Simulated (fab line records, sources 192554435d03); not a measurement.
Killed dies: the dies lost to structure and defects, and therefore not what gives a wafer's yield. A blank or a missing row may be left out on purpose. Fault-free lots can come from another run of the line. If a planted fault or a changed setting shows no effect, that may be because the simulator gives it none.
fab line records    flow n5-finfet
record lots=14  wafers=38  last-day=18
route steps=1938 shown DUMMY_REMOVAL@383 TV_OPEN@1889 PAD_METAL@1893 PASSIVATION@1936
lots that met no fault: taken from a fault-free run of the same line
start-h: hours from the record's first day to the start of the lot's first wafer shown    wait-h: hours since the lot's step before    " unchanged from the row above    L1.1+2: one row covering several wafers at once    - no value, or no start given    * or withheld: withheld    < > ~ a bound
route shown NAME@n: NAME is a module with steps in the file, n the number in the route of the first one    usual: mean/standard deviation of fault-free wafers    same: alike in all rows    chamber/n: place in a boat    sites: each site's reading    _std_site: standard deviation of those values    _edge_site: outer sites' mean less inner sites'    radius-mm: how far each site lies from the wafer's centre    mask NAME#n: copy n    behind: the tool/chamber that last shaped the wafer    hold: the reason the lot was held/the length of the hold in hours/how it ended    device: transistor that didn't switch, given as n, p or np    end of line: tests run on the same wafers once the route is complete    a step given without rows: its recipe and nothing more    killed: dies that structure and defects cost at the first sort, which is not the same as the wafer's yield    map: a wafer's dies, x killed, . not, _ none there
set.NAME: the setting the step ran with; set.NAME@STEP: the setting that earlier step ran with    model.NAME: the simulator's own value behind a step, which no gauge read
one table for each step of the route and one row for each wafer, over a sample of lots
services: a tool's chamber out of use, with start hour (start-h, from the record's first day; less than 0 if before it), hours out, and reason
## steps
# step N5_DUMMY_REMOVAL_PRECLEAN_04
# recipe chemistry=DHF  time-s=37  temp-c=25  dilution=500:1
lot.wafer   tool          chamber  start-h  wait-h
L695.2+3+5  wet-bench-03  2,1,6    73.94    0.2
L697.1+2+6  wet-bench-01  5,6,4    83.85    0.2
L698.3+4+5  wet-bench-06  5,4,6    88.77    0.1
L699.1+4    wet-bench-01  3,4      94.26    0.2
L700.1+6    wet-bench-06  1,5      100.47   0.2
L701.1+6    wet-bench-06  2,4      105.76   0.2
L702.4+6    wet-bench-01  5,6      116.83   0.1
L703.2+4+5  wet-bench-01  2,3,0    122.49   0.2
L708.3+4+6  wet-bench-01  4,2,0    149.66   0.1
L712.4+5+6  wet-bench-01  5,4,0    171.64   0.1
L715.1+3+5  wet-bench-03  1,4,5    190.64   0.3
L716.4+5+6  wet-bench-06  0,4,3    201.44   0.1
L717.3+5+6  wet-bench-03  5,7,4    202.27   0.1
L718.2+3+5  wet-bench-06  6,4,3    214.06   0.2
# step N5_PASSIVATION_STRIP_14
# recipe chemistry=O2  power-w=600  temp-c=60  pressure-mtorr=30  rf-frequency-hz=6e+07  bias-power-w=0  overash-fraction=0.5  o2-flow-sccm=225
# usual drypump-motor-current-A=5.74/0.29  oes-product-au=0.77/0.069  rf-vpp-V=3.6/0.87  showerhead-plenum-p-Torr=2.07/0.085  throttle-valve-pct=16.71/0.17
lot.wafer  tool         chamber  start-h  wait-h  drypump-motor-current-A  oes-product-au  rf-hours-counter-h  rf-vpp-V  showerhead-plenum-p-Torr  throttle-valve-pct
L695.2     rie-diel-06  3        279.39   0.1     5.88                     0.74            165                 2.5       1.99                      16.59
L695.3     "            2        "        "       5.34                     0.90            19                  4.2       2.26                      16.64
L695.5     "            0        "        "       5.60                     0.82            -                   4.9       2.04                      16.43
L697.1     rie-diel-06  3        289.12   0.1     5.89                     0.76            166                 3.6       1.99                      16.59
L697.2     "            1        "        "       5.67                     0.73            202                 2.7       2.02                      16.84
L697.6     "            0        "        "       5.57                     0.80            -                   2.2       2.04                      16.45
L699.1     rie-diel-05  0        293.56   0.1     5.50                     0.92            48                  3.3       2.10                      16.78
L699.4     "            3        "        "       5.94                     0.79            99                  3.2       2.12                      16.91
L698.3     rie-diel-06  3        294.03   0.1     5.89                     0.73            169                 2.9       1.99                      16.60
L698.4     "            0        "        "       5.56                     0.82            73                  2.6       2.04                      16.46
L698.5     "            1        "        "       5.65                     0.72            -                   3.2       2.01                      16.85
L701.1     rie-diel-06  0        311.22   0.1     5.55                     0.80            78                  4.2       2.03                      16.45
L701.6     "            0        "        "       5.53                     0.82            -                   2.9       2.03                      16.47
L702.4     rie-diel-03  0        313.74   0.1     6.44                     0.84            53                  3.3       2.06                      16.65
L702.6     "            0        "        "       6.41                     0.83            -                   4.0       2.06                      16.65
L700.1     rie-diel-03  1        318.54   0.1     5.97                     0.72            185                 4.6       2.07                      16.67
L700.6     "            0        "        "       6.42                     0.83            -                   3.9       2.06                      16.64
L703.2     rie-diel-03  1        338.15   0.1     5.96                     0.71            190                 2.9       2.06                      16.67
L703.4     "            0        "        "       6.45                     0.82            -                   3.1       2.06                      16.67
L703.5     "            3        "        "       5.70                     0.72            -                   2.3       1.98                      16.91
L708.3     rie-diel-05  1        382.39   0.1     5.74                     0.68            217                 2.0       2.16                      16.76
L708.4     "            1        "        "       5.75                     0.70            -                   3.1       2.16                      16.78
L708.6     "            0        "        "       5.50                     0.87            -                   2.1       2.10                      16.83
L712.4     rie-diel-03  3        395.98   0.1     5.70                     0.71            237                 4.9       1.97                      16.97
L712.5     "            2        "        "       6.05                     0.95            -                   3.6       2.23                      16.24
L712.6     "            1        "        "       5.95                     0.70            -                   4.5       2.06                      16.71
L715.1     rie-diel-06  3        422.66   0.1     5.84                     0.72            204                 2.7       1.98                      16.65
L715.3     "            2        "        "       5.35                     0.84            59                  3.3       2.25                      16.70
L715.5     "            0        "        "       5.57                     0.77            -                   3.7       2.02                      16.56
L716.4     rie-diel-03  1        422.68   0.1     5.96                     0.70            218                 3.5       2.06                      16.72
L716.5     "            3        "        "       5.69                     0.71            -                   3.2       1.97                      16.96
L716.6     "            0        "        "       6.39                     0.79            -                   4.6       2.05                      16.70
L718.2     rie-diel-06  0        435.78   0.1     5.56                     0.79            113                 4.2       2.02                      16.55
L718.3     "            1        "        "       5.67                     0.69            245                 4.1       2.00                      16.92
L718.5     "            3        "        "       5.90                     0.72            -                   3.2       1.98                      16.67
L717.3     rie-diel-06  1        436.42   0.1     5.65                     0.69            245                 4.2       2.00                      16.94
L717.5     "            0        "        "       5.55                     0.77            -                   1.9       2.02                      16.50
L717.6     "            1        "        "       5.64                     0.68            -                   2.4       2.00                      16.94
# step N5_PASSIVATION_DEGAS_18
# recipe ambient=vacuum  temp-c=300  time-s=60
# usual heater-power-w=461/46
lot.wafer  tool            chamber  start-h  wait-h  heater-power-w
L695.2     pvd-sputter-01  -        280.15   0.6     421
L695.3     "               -        "        "       414
L695.5     "               -        "        "       432
L697.1     pvd-sputter-02  -        289.63   0.3     481
L697.2     "               -        "        "       427
L697.6     "               -        "        "       473
L699.1     pvd-sputter-03  -        293.95   0.2     461
L699.4     "               -        "        "       417
L698.3     pvd-sputter-02  -        294.42   0.2     438
L698.4     "               -        "        "       515
L698.5     "               -        "        "       497
L701.1     pvd-sputter-03  -        311.59   0.2     373
L701.6     "               -        "        "       452
L702.4     pvd-sputter-03  -        314.05   0.1     480
L702.6     "               -        "        "       482
L700.1     pvd-sputter-01  -        319.48   0.8     429
L700.6     "               -        "        "       426
L703.2     pvd-sputter-01  -        338.37   0.0     454
L703.4     "               -        "        "       477
L703.5     "               -        "        "       429
L708.3     pvd-sputter-02  -        383.35   0.8     440
L708.4     "               -        "        "       498
L708.6     "               -        "        "       451
L712.4     pvd-sputter-01  -        397.16   1.0     459
L712.5     "               -        "        "       427
L712.6     "               -        "        "       467
L715.1     pvd-sputter-03  -        422.93   0.1     469
L715.3     "               -        "        "       474
L715.5     "               -        "        "       371
L716.4     pvd-sputter-02  -        423.00   0.1     477
L716.5     "               -        "        "       517
L716.6     "               -        "        "       478
L718.2     pvd-sputter-02  -        436.37   0.4     558
L718.3     "               -        "        "       507
L718.5     "               -        "        "       441
L717.3     pvd-sputter-03  -        436.93   0.3     457
L717.5     "               -        "        "       463
L717.6     "               -        "        "       479
# step N5_PASSIVATION_PROBE_49
# usual killed_at_M0_to_M3=34/11  killed_at_M4_up=14/5.6  killed-at-contacts=13/5.9  killed-at-front-end=40/11  killed-at-other=4/3.1  killed-dies=105/16  killed-open=68/11  killed-short=34/8.4
# same gross-dies=1180  killed-at-back-side=0
lot.wafer  tool       chamber  start-h  wait-h  killed_at_M0_to_M3  killed_at_M4_up  killed-at-contacts  killed-at-front-end  killed-at-other  killed-dies  killed-open  killed-short
L708.3     prober-01  -        389.35   0.1     32                  17               16                  197                  1                263          76           36
L708.4     prober-01  -        389.40   0.2     35                  13               10                  138                  6                202          64           27
L708.6     prober-01  -        389.50   0.3     29                  13               5                   181                  1                229          52           33
L712.4     prober-01  -        402.88   0.2     22                  13               11                  172                  0                218          42           25
L712.5     prober-01  -        402.93   0.2     36                  14               11                  191                  4                256          73           35
L712.6     prober-01  -        402.98   0.3     19                  27               13                  195                  5                259          74           36
L715.1     prober-02  -        429.63   1.2     27                  10               8                   63                   2                110          65           45
L715.3     prober-02  -        429.73   1.3     32                  12               11                  28                   2                85           57           26
L715.5     prober-02  -        429.83   1.4     26                  21               11                  43                   5                106          65           39
L718.2     prober-02  -        442.85   0.1     27                  25               17                  69                   6                144          96           48
L718.3     prober-02  -        442.90   0.1     30                  27               12                  40                   4                113          74           39
L718.5     prober-02  -        443.00   0.2     20                  25               9                   45                   1                100          70           29
# killed by level:class
L708.3 DUMMY_REMOVAL:unspecified=147 MOL_CONTACT_COAG:geometric-particle:open=13 BEOL_M1:geometric-particle:open=12 STI_FIN_REVEAL:geometric-particle:open=11 FIN_SAQP:geometric-particle:short=8 DUMMY_GATE:geometric-particle:open=7 BEOL_M0_SAQP:geometric-particle:open=5 STARTING-WAFER:geometric-particle:open=4
L708.4 DUMMY_REMOVAL:unspecified=111 MOL_CONTACT_COAG:geometric-particle:open=10 DUMMY_GATE:geometric-particle:open=8 BEOL_M0_SAQP:geometric-particle:short=7 BEOL_M0_SAQP:geometric-particle:open=7 BEOL_M0:geometric-particle:open=6 BEOL_M4:geometric-particle:open=6 FIN_SAQP:geometric-particle:short=5
L708.6 DUMMY_REMOVAL:unspecified=143 FIN_SAQP:geometric-particle:short=18 FIN_SAQP:geometric-particle:open=7 BEOL_M0_SAQP:geometric-particle:short=7 STI_FIN_REVEAL:geometric-particle:open=6 BEOL_M1:geometric-particle:open=6 BEOL_M4:geometric-particle:open=6 MOL_CONTACT_COAG:geometric-particle:open=5
L712.4 DUMMY_REMOVAL:unspecified=150 MOL_CONTACT_COAG:geometric-particle:open=9 BEOL_M0_SAQP:geometric-particle:short=7 STI_FIN_REVEAL:geometric-particle:open=4 BEOL_M0_SAQP:geometric-particle:open=4 BEOL_M0:geometric-particle:open=4 BEOL_M7:geometric-particle:open=4 FIN_SAQP:geometric-particle:short=3
L712.5 DUMMY_REMOVAL:unspecified=148 FIN_SAQP:geometric-particle:open=15 BEOL_M1:geometric-particle:open=15 MOL_CONTACT_COAG:geometric-particle:open=9 BEOL_M0_SAQP:geometric-particle:open=8 STI_FIN_REVEAL:geometric-particle:open=6 BEOL_M1:geometric-particle:short=6 FIN_SAQP:geometric-particle:short=5
L712.6 DUMMY_REMOVAL:unspecified=143 BEOL_M4:geometric-particle:open=11 STI_FIN_REVEAL:geometric-particle:open=11 MOL_CONTACT_COAG:geometric-particle:open=10 FIN_SAQP:geometric-particle:open=9 BEOL_M5:geometric-particle:open=9 FIN_SAQP:geometric-particle:short=8 GATE_CUT:geometric-particle:short=6
L715.1 FIN_SAQP:geometric-particle:open=19 FIN_SAQP:geometric-particle:short=15 DUMMY_GATE:geometric-particle:open=7 BEOL_M0_SAQP:geometric-particle:open=7 MOL_CONTACT_COAG:geometric-particle:short=6 BEOL_M2:geometric-particle:open=6 STI_FIN_REVEAL:geometric-particle:open=5 GATE_CUT:geometric-particle:short=4
L715.3 BEOL_M0_SAQP:geometric-particle:open=9 BEOL_M3:geometric-particle:open=7 BEOL_M2:geometric-particle:open=6 MOL_CONTACT_COAG:geometric-particle:open=5 BEOL_M0_SAQP:geometric-particle:short=5 FIN_SAQP:geometric-particle:open=4 MOL_CONTACT_COAG:geometric-particle:short=4 STI_FIN_REVEAL:geometric-particle:open=4
L715.5 DUMMY_GATE:geometric-particle:open=10 FIN_SAQP:geometric-particle:short=8 MOL_CONTACT_COAG:geometric-particle:open=8 BEOL_M0_SAQP:geometric-particle:short=6 BEOL_M4:geometric-particle:open=6 BEOL_M1:geometric-particle:open=5 BEOL_M1:geometric-particle:short=5 BEOL_M5:geometric-particle:open=5
L718.2 FIN_SAQP:geometric-particle:open=27 FIN_SAQP:geometric-particle:short=25 BEOL_M4:geometric-particle:open=16 MOL_CONTACT_COAG:geometric-particle:open=13 BEOL_M2:geometric-particle:open=10 BEOL_M0_SAQP:geometric-particle:open=6 MOL_CONTACT_COAG:geometric-particle:short=4 BEOL_M5:geometric-particle:open=4
L718.3 FIN_SAQP:geometric-particle:short=17 MOL_CONTACT_COAG:geometric-particle:open=11 BEOL_M4:geometric-particle:open=11 FIN_SAQP:geometric-particle:open=9 BEOL_M3:geometric-particle:open=8 BEOL_M0_SAQP:geometric-particle:open=6 BEOL_M0_SAQP:geometric-particle:short=5 BEOL_M5:geometric-particle:open=5
L718.5 FIN_SAQP:geometric-particle:open=14 BEOL_M4:geometric-particle:open=14 FIN_SAQP:geometric-particle:short=12 BEOL_M3:geometric-particle:open=9 MOL_CONTACT_COAG:geometric-particle:open=8 STI_FIN_REVEAL:geometric-particle:open=6 DUMMY_GATE:geometric-particle:open=4 BEOL_M5:geometric-particle:open=4
## services
tool            chamber  start-h  hours  kind
rie-diel-05     2        75.18    5.8    repair
pvd-sputter-03  -        77.30    0.9    repair
pvd-sputter-03  -        80.86    11.1   repair
rie-diel-05     0        87.02    11.6   repair
rie-diel-06     -        90.88    0.7    repair
wet-bench-06    -        114.05   3.1    repair
pvd-sputter-03  -        138.10   13.5   repair
rie-diel-03     1        154.43   5.8    repair
rie-diel-06     3        165.87   11.5   repair
pvd-sputter-02  -        177.90   0.7    repair
rie-diel-06     2        182.28   6.3    repair
rie-diel-03     3        204.13   13.8   repair
wet-bench-06    -        212.71   1.0    repair
wet-bench-06    -        214.17   1.7    repair
rie-diel-06     -        216.83   4.3    pm
rie-diel-05     3        228.51   2.4    repair
rie-diel-06     2        235.86   5.7    repair
rie-diel-05     -        249.68   4.3    pm
rie-diel-03     2        373.12   2.4    repair
pvd-sputter-02  -        395.62   10.8   repair
pvd-sputter-02  -        412.18   8.4    repair
pvd-sputter-03  -        416.51   1.7    repair
wet-bench-01    -        425.16   7.0    repair
rie-diel-03     -        436.68   8.7    repair
## key
first-sign step=N5_PASSIVATION_PROBE_49  reading=killed-at-front-end  direction=up  sigmas=13  usual=40  struck=179
effect step=N5_PASSIVATION_PROBE_49  reading=killed-dies  direction=up  sigmas=8.2  usual=105  struck=238
more-kills-born-at N5_DUMMY_REMOVAL_PRECLEAN_04@wet-bench-01=842
met-at N5_DUMMY_REMOVAL_PRECLEAN_04
struck-lots L708,L712
tester-left-out L708,L712
not-acting-at N5_PASSIVATION_STRIP_14,N5_PASSIVATION_DEGAS_18
onset-between 122.49 149.66
fault kind=chamber-particle-source  tool=wet-bench-01  chamber=-  onset-h=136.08  steps=N5_DUMMY_REMOVAL_PRECLEAN_04  rate-per-visit-cm2=1.9144  end-h=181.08
# tester-left-out: of these lots the tester's yield and bins aren't shown, on N5 and GAA mostly nor the transistor test; their killed dies are dies lost to structure and defects alone, not to doping, threshold or leakage, so they don't give the yield
